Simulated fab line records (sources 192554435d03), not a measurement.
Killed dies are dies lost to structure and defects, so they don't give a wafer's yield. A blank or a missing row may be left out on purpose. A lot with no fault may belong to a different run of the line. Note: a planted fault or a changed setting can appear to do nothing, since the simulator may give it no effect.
One fault seen from 3 desks -- flow n5Finfet -- numbers are kept per desk, each desk with only its own; the story behind them comes last

## THE TOOL OWNER'S DESK: rieDiel-03
The tool's own readings at N5_MIM_BOT_ETCH_ETCH_04 (etches SiNx in CF4/O2, target depth 26 nm, time 13 s): means of the sampled wafers that have a number, for each lot that ran on this tool. If a lot's mean is further than 4 standard deviations from the usual mean, the lot is out of limits and carries the mark OUT (the distance appears in the brackets).
Columns: A = O2_flow_sccm at N5_MIM_BOT_ETCH_ETCH_04, usual 10.004 sccm; B = drypumpMotorCurrentA at N5_MIM_BOT_ETCH_ETCH_04, usual 5.9 A; C = oesProductAu at N5_MIM_BOT_ETCH_ETCH_04, usual 0.80 a.u.; D = rfVppV at N5_MIM_BOT_ETCH_ETCH_04, usual 238 V; E = showerheadPlenumPTorr at N5_MIM_BOT_ETCH_ETCH_04, usual 2.18 Torr; F = throttleValvePct at N5_MIM_BOT_ETCH_ETCH_04, usual 16.00 %
lot,first seen here,A,B,C,D,E,F
L377,day 12 19:05,10.029,6.0,0.85,240,2.21,15.99
L396,day 19 16:11,9.999,6.0,0.79,239,2.19,16.09
L397,day 19 16:49,10.004,6.4,0.76,235,2.18,16.12
This desk found nothing out of limits on any of the 3 lots.

## THE DEFECT DESK
Counts from the inspections along the route, per lot, as means over the sampled wafers that have a number. If a lot's mean is further than 4 standard deviations from the usual mean, the lot is out of limits and carries the mark OUT (the distance appears in the brackets).
Columns: A = rawDefectCount at N5_MIM_BOT_LITHO_INSPECT_12, usual 2.0
lot,first seen here,A
L377,day 12 18:59,2.0
L378,day 12 19:24,1.3
L389,day 17 18:44,2.7
L396,day 19 16:05,2.3
L397,day 19 16:42,2.7
L400,day 19 21:10,3.0
This desk found nothing out of limits on any of the 6 lots.

## FROM THE METROLOGY DESK
Lot by lot, what the gauges showed, no matter which tool ran the lot: averages of those sampled wafers that carry a number. If a lot's mean is further than 4 standard deviations from the usual mean, the lot is out of limits and carries the mark OUT (the distance appears in the brackets).
Columns: A = cdNm at N5_MIM_BOT_LITHO_CD_MEAS_08, usual 2999.2 nm; B = MIM_BOT_OVL at N5_MIM_BOT_LITHO_OVL_MEAS_11, usual -2 nm
lot,first seen here,A,B
L377,day 12 18:56,2998.2,-6
L378,day 12 19:21,2996.6,0
L389,day 17 18:41,2998.8,-2
L396,day 19 16:02,2999.6,-1
L397,day 19 16:39,2998.7,3
L400,day 19 21:07,2998.9,-7
This desk found nothing out of limits on any of the 6 lots.

## TAKEN TOGETHER
The desk of the tool owner found nothing out of limits.
No out-of-limits result turned up at the defect desk.
Metrology desk: nothing out of limits seen.

## WHAT HAD BEEN PUT IN BY THE SIMULATOR
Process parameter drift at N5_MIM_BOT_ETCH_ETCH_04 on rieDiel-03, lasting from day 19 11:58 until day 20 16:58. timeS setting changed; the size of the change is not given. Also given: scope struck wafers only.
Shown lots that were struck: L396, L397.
